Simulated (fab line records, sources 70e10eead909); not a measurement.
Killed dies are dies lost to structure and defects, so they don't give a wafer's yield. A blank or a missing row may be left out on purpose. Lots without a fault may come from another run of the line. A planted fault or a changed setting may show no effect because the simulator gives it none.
fab line records | flow nand_harc
record lots=11 wafers=33 last_day=34
route steps=1302 shown A_STAIRCASE@786
lots that met no fault: from a run of the same line without faults
start_h: hours from the record's first day to the start of the lot's first wafer shown | wait_h: hours since the lot's step before | " the same as in the row above | L1.1+2: a row that stands for several wafers | - no value, or no start given | * or withheld: withheld | < > ~ a bound
route shown NAME@n: a module of which the file shows steps, and the number in the route of the first | usual: mean/standard deviation of fault-free wafers | same: alike in all rows | chamber/n: place in a boat | sites: the reading at each site | _std_site: their standard deviation | _edge_site: outer sites' mean less inner sites' | radius_mm: how far each site lies from the wafer's centre | mask NAME#n: copy n | behind: the tool/chamber that last shaped the wafer | hold: why the lot was held/for how many hours/how that ended | device: the transistor (n, p or np) that didn't switch | end of line: the same wafers' tests at the end of the route | a step without rows: its recipe alone | killed: dies lost to structure and defects at the first sort, not the wafer's yield | map: a wafer's dies, x killed, . not, _ none there
set.NAME: the setting as run; set.NAME@STEP: as run at that earlier step | model.NAME: the simulator's own value behind a step, which no gauge read
steps of the route over a sample of lots; a table a step, a row a wafer
services: from which hour (start_h, from the record's first day; less than 0 if before it) a tool's chamber was out of use, for how many hours, and why
## steps
# step NHARC_A_STAIRCASE_HM_OPEN_457
# recipe o2_flow_sccm=400 cos_flow_sccm=20 ar_flow_sccm=0 rf_w=500 bias_w=300 chemistry=O2/COS
# usual drypump_motor_current_A=5.8/0.6 oes_product_au=1.001/0.0087 rf_vpp_V=466/3.2 showerhead_plenum_p_Torr=3.09/0.15 throttle_valve_pct=28.331/0.0086
# columns lot.wafer tool chamber start_h wait_h drypump_motor_current_A oes_product_au rf_hours_counter_h rf_vpp_V showerhead_plenum_p_Torr throttle_valve_pct
L872.2 rie_diel-13 2 - - 5.2 1.021 8 464 2.98 28.317
L872.3 " 3 " " 5.4 1.013 13 471 3.23 28.311
L872.5 " 1 " " 6.3 1.013 - 463 2.93 28.328
L873.3 rie_diel-12 0 - - 4.9 1.002 48 463 2.93 28.337
L873.4 " 3 " " 5.7 1.010 45 470 3.21 28.343
L873.5 " 1 " " 6.5 1.015 - 466 3.09 28.333
L875.4 rie_diel-13 0 - - 6.2 1.007 21 467 3.10 28.323
L875.2 " 1 " " 6.3 0.993 19 463 2.92 28.327
L875.1 " 2 " " 5.3 0.998 14 464 2.98 28.341
L880.3 rie_diel-02 3 - - 5.9 1.005 16 465 3.02 28.321
L880.1 " 0 " " 5.8 0.995 22 470 3.33 28.339
L880.6 " 2 " " 6.5 0.992 - 466 3.06 28.338
L884.2 rie_diel-13 2 - - 5.3 1.011 50 463 2.96 28.326
L884.3 " 3 " " 5.4 1.010 51 468 3.21 28.327
L884.5 " 2 " " 5.3 1.011 - 463 2.96 28.334
L885.2 rie_diel-12 2 - - 5.1 1.016 26 472 3.36 28.350
L885.4 " 3 " " 5.7 1.003 26 470 3.19 28.329
L885.5 " 1 " " 6.5 1.005 - 468 3.07 28.337
L886.1 rie_diel-13 2 - - 5.3 0.998 1 465 2.96 28.339
L886.4 " 3 " " 5.4 0.999 1 469 3.21 28.318
L886.5 " 1 " " 6.3 1.007 - 462 2.91 28.328
L889.4 rie_diel-12 2 - - 5.1 1.016 35 473 3.35 28.316
L889.3 " 3 " " 5.7 0.990 37 470 3.19 28.340
L889.5 " 2 " " 5.1 1.021 - 471 3.35 28.330
L890.2 rie_diel-12 0 - - 4.9 1.001 42 463 2.91 28.326
L890.3 " 2 " " 5.1 1.004 40 473 3.35 28.334
L890.4 " 3 " " 5.7 0.994 43 468 3.19 28.326
L891.4 rie_diel-12 1 - - 6.5 1.010 40 466 3.06 28.342
L891.5 " 1 " " 6.5 1.010 - 466 3.06 28.334
L891.6 " 2 " " 5.1 1.000 - 472 3.35 28.332
L893.4 rie_diel-02 2 - - 6.6 0.992 10 466 3.04 28.303
L893.3 " 0 " " 5.8 1.004 7 471 3.31 28.322
L893.5 " 2 " " 6.5 0.985 - 465 3.04 28.326
# step NHARC_A_STAIRCASE_ETCH_451
# recipe target_depth_a=300 overetch_a=30 time_s=16.5 ion_energy_ev=100 cf4_flow_sccm=80 o2_flow_sccm=20 ar_flow_sccm=0 rf_w=300 bias_w=100 chemistry=CF4/O2
# usual drypump_motor_current_A=5.7/0.57 oes_product_au=1.002/0.009 rf_vpp_V=197.6/1.5 showerhead_plenum_p_Torr=1.33/0.067 throttle_valve_pct=13.397/0.0093
# columns lot.wafer tool chamber start_h wait_h drypump_motor_current_A oes_product_au rf_hours_counter_h rf_vpp_V showerhead_plenum_p_Torr throttle_valve_pct
L872.2 rie_diel-13 0 - - 6.2 1.001 14 196.3 1.33 13.393
L872.3 " 3 " " 5.4 1.011 13 198.0 1.38 13.388
L872.5 " 0 " " 6.2 0.997 - 196.9 1.33 13.398
L873.3 rie_diel-12 1 - - 6.5 1.019 48 197.4 1.32 13.414
L873.4 " 2 " " 5.1 1.010 42 195.0 1.23 13.413
L873.5 " 0 " " 4.9 0.999 - 195.7 1.25 13.396
L875.2 rie_diel-13 1 - - 6.3 1.006 19 196.5 1.25 13.406
L875.4 " 2 " " 5.3 1.002 14 196.5 1.27 13.404
L875.1 " 0 " " 6.3 1.007 21 198.1 1.33 13.398
L880.3 rie_diel-02 3 - - 5.9 1.000 16 197.0 1.29 13.394
L880.1 " 0 " " 5.8 0.988 22 198.8 1.43 13.409
L880.6 " 3 " " 5.9 1.003 - 196.7 1.29 13.397
L884.3 rie_diel-13 0 - - 6.2 0.998 46 197.0 1.32 13.401
L884.2 " 2 " " 5.3 1.012 50 197.2 1.26 13.386
L884.5 " 3 " " 5.4 1.011 - 196.3 1.38 13.393
L885.4 rie_diel-12 1 - - 6.5 1.006 21 197.3 1.31 13.406
L885.2 " 3 " " 5.7 0.998 26 199.1 1.37 13.403
L885.5 " 2 " " 5.1 1.004 - 201.1 1.44 13.405
L886.1 rie_diel-13 0 - - 6.2 1.006 1 197.5 1.32 13.411
L886.4 " 2 " " 5.3 1.009 1 195.3 1.26 13.391
L886.5 " 0 " " 6.2 1.006 - 198.0 1.32 13.388
L889.3 rie_diel-12 1 - - 6.5 1.014 32 196.4 1.31 13.401
L889.4 " 2 " " 5.1 1.016 35 199.3 1.44 13.381
L889.5 " 3 " " 5.8 0.997 - 198.0 1.37 13.387
L890.3 rie_diel-12 0 - - 4.9 1.005 42 195.6 1.24 13.396
L890.4 " 1 " " 6.5 1.011 38 198.8 1.31 13.412
L890.2 " 3 " " 5.7 0.981 43 196.4 1.36 13.421
L891.4 rie_diel-12 2 - - 5.1 1.013 41 198.7 1.44 13.384
L891.6 " 2 " " 5.1 1.010 - 198.8 1.44 13.394
L891.5 " 3 " " 5.7 0.994 - 197.9 1.36 13.390
L893.3 rie_diel-02 1 - - 5.0 1.000 8 200.1 1.43 13.406
L893.4 " 2 " " 6.5 1.005 11 197.0 1.30 13.400
L893.5 " 1 " " 5.0 0.997 - 201.0 1.43 13.410
# step NHARC_A_STAIRCASE_DEP_280
# recipe target_thk_a=300 target_thk_nm=30 temp_c=400 pressure_torr=3.5 flow_sccm=200 rf_w=350 material=SiON
# usual heater_power_w=733/120 rf_fwd_power_W=348.6/1.1 showerhead_vpp_V=1172/68
# columns lot.wafer tool chamber start_h wait_h heater_power_w rf_fwd_power_W showerhead_vpp_V
L872.2 pecvd-02 2 398.63 1.2 578 349.7 1019
L872.3 " 0 " " 663 349.9 1172
L872.5 " 2 " " 573 348.9 1020
L873.3 pecvd-01 2 419.86 1.0 722 348.8 1215
L873.5 " 2 " " 709 349.3 1233
L873.4 " 0 " " 553 347.8 1240
L875.1 pecvd-04 1 425.16 1.6 652 348.2 1274
L875.2 " 2 " " 757 348.7 1212
L875.4 " 0 " " 756 348.7 1130
L880.3 pecvd-02 0 476.59 0.9 655 207.2 896
L880.1 " 1 " " 828 349.0 1173
L880.6 " 1 " " 811 349.9 1196
L884.2 pecvd-01 1 525.53 1.2 1061 346.6 1138
L884.3 " 2 " " 713 348.1 1228
L884.5 " 2 " " 715 347.2 1211
L885.2 pecvd-01 0 531.38 1.3 587 346.6 1241
L885.4 " 1 " " 987 346.5 1168
L885.5 " 2 " " 753 347.6 1220
L886.1 pecvd-01 0 540.26 1.6 584 348.2 1232
L886.5 " 2 " " 748 346.5 1234
L886.4 " 1 " " 1018 346.1 1159
L889.3 pecvd-02 0 566.88 0.9 619 347.2 1168
L889.5 " 0 " " 635 347.9 1159
L889.4 " 2 " " 697 349.9 1002
L890.3 pecvd-01 2 586.92 0.9 666 349.0 1232
L890.2 " 0 " " 548 350.0 1235
L890.4 " 1 " " 1064 347.0 1145
L891.6 pecvd-02 0 587.36 0.1 594 348.5 1170
L891.5 " 1 " " 717 347.9 1188
L891.4 " 2 " " 624 348.3 1008
L893.3 pecvd-02 1 604.03 1.0 843 346.8 1182
L893.4 " 2 " " 591 350.0 1034
L893.5 " 0 " " 607 349.0 1175
# step NHARC_A_STAIRCASE_DESCUM_291
# recipe time_s=3 o2_flow_sccm=200 ar_flow_sccm=0 bias_power_w=0 chemistry=O2
# usual drypump_motor_current_A=5.8/0.57 oes_product_au=1.001/0.0085 rf_vpp_V=57.7/0.89 showerhead_plenum_p_Torr=1.90/0.099 throttle_valve_pct=11.310/0.009
# columns lot.wafer tool chamber start_h wait_h drypump_motor_current_A oes_product_au rf_hours_counter_h rf_vpp_V showerhead_plenum_p_Torr throttle_valve_pct
L872.2 rie_diel-12 1 399.48 - 6.5 1.016 42 57.7 1.89 11.303
L872.3 " 3 " " 5.7 1.003 39 58.3 1.98 11.300
L872.5 " 1 " " 6.5 1.010 - 57.5 1.89 11.322
L873.3 rie_diel-02 3 420.73 - 5.9 1.006 8 58.4 1.85 11.314
L873.4 " 1 " " 5.0 0.997 8 57.2 2.07 11.315
L873.5 " 3 " " 5.9 1.006 - 58.2 1.85 11.312
L875.2 rie_diel-12 2 426.21 - 5.1 1.017 47 57.2 1.76 11.313
L875.1 " 3 " " 5.7 1.009 50 59.2 1.97 11.316
L875.4 " 0 " " 4.9 0.986 56 55.8 1.79 11.312
L880.3 rie_diel-13 2 477.48 - 5.3 1.005 36 57.6 1.81 11.320
L880.1 " 1 " " 6.3 0.994 38 57.1 1.78 11.303
L880.6 " 1 " " 6.3 0.999 - 57.0 1.78 11.307
L884.3 rie_diel-12 1 526.52 - 6.5 1.010 21 56.2 1.88 11.301
L884.2 " 3 " " 5.7 0.988 25 57.7 1.96 11.290
L884.5 " 2 " " 5.1 1.012 - 58.1 2.07 11.308
L885.2 rie_diel-02 2 532.37 - 6.5 0.992 45 55.9 1.86 11.311
L885.4 " 3 " " 5.9 0.982 42 57.9 1.84 11.311
L885.5 " 2 " " 6.6 0.988 - 57.6 1.86 11.304
L886.1 rie_diel-13 3 541.08 - 5.4 1.000 2 57.7 1.97 11.312
L886.4 " 0 " " 6.2 0.991 3 58.0 1.89 11.324
L886.5 " 0 " " 6.3 0.994 - 57.6 1.89 11.313
L889.3 rie_diel-12 0 567.74 - 4.9 1.007 38 57.2 1.78 11.300
L889.4 " 1 " " 6.5 0.998 35 57.3 1.87 11.323
L889.5 " 0 " " 4.9 1.009 - 57.4 1.78 11.327
L890.4 rie_diel-12 2 587.92 - 5.1 0.995 43 58.4 2.06 11.304
L890.3 " 3 " " 5.7 0.986 46 60.2 1.95 11.298
L890.2 " 0 " " 4.9 1.000 47 57.6 1.77 11.322
L891.4 rie_diel-12 0 588.36 - 4.9 0.997 47 56.1 1.77 11.312
L891.5 " 1 " " 6.5 1.009 - 58.1 1.87 11.328
L891.6 " 2 " " 5.1 0.999 - 58.4 2.06 11.299
L893.4 rie_diel-12 3 605.04 - 5.7 0.987 55 57.6 1.95 11.321
L893.3 " 1 " " 6.5 1.010 51 57.8 1.87 11.313
L893.5 " 2 " " 5.1 0.992 - 59.8 2.06 11.318
## services
# columns tool chamber start_h hours kind
rie_diel-12 0 375.82 - clean
rie_diel-02 0 377.40 2.1 repair
rie_diel-12 2 378.86 2.6 repair
pecvd-02 1 386.20 9.0 repair
rie_diel-02 - 394.46 9.0 pm
pecvd-04 1 402.43 20.2 repair
pecvd-02 - 408.34 13.0 pm
rie_diel-13 - 423.11 5.7 repair
rie_diel-02 0 424.08 12.3 repair
pecvd-01 - 429.33 1.6 repair
rie_diel-02 3 434.93 28.6 repair
rie_diel-12 - 445.82 9.0 pm
pecvd-04 - 450.00 13.0 pm
rie_diel-12 1 469.74 9.5 repair
rie_diel-13 0 475.54 6.6 repair
pecvd-04 2 488.03 5.4 repair
pecvd-01 - 492.00 13.0 pm
rie_diel-13 3 499.83 6.7 repair
pecvd-02 - 505.33 0.4 repair
rie_diel-13 - 521.79 9.0 pm
rie_diel-02 2 547.77 7.8 repair
rie_diel-02 - 571.46 9.0 pm
pecvd-02 - 589.50 13.0 pm
pecvd-04 0 592.27 8.6 repair
## key
first_sign step=NHARC_A_STAIRCASE_DEP_280 reading=rf_fwd_power_W direction=down sigmas=99+ usual=* struck=*
effect step=NHARC_A_STAIRCASE_DEP_280 reading=showerhead_vpp_V direction=down sigmas=4.1 usual=1172 struck=896
met_at NHARC_A_STAIRCASE_DEP_280
struck_lots L880
struck_wafers L880.3
tester_left_out L880
not_acting_at NHARC_A_STAIRCASE_HM_OPEN_457,NHARC_A_STAIRCASE_ETCH_451,NHARC_A_STAIRCASE_DESCUM_291
onset_between 398.63 476.59
fault kind=process_parameter_drift tool=pecvd-02 chamber=0 onset_h=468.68 steps=NHARC_A_STAIRCASE_DEP_280 channel=rf_w offset=* shape=step end_h=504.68 acts_in=* stated=*
# tester_left_out: of these lots the tester's yield and bins aren't shown, on N5 and GAA mostly nor the transistor test; their killed dies are dies lost to structure and defects alone, not to doping, threshold or leakage, so they don't give the yield
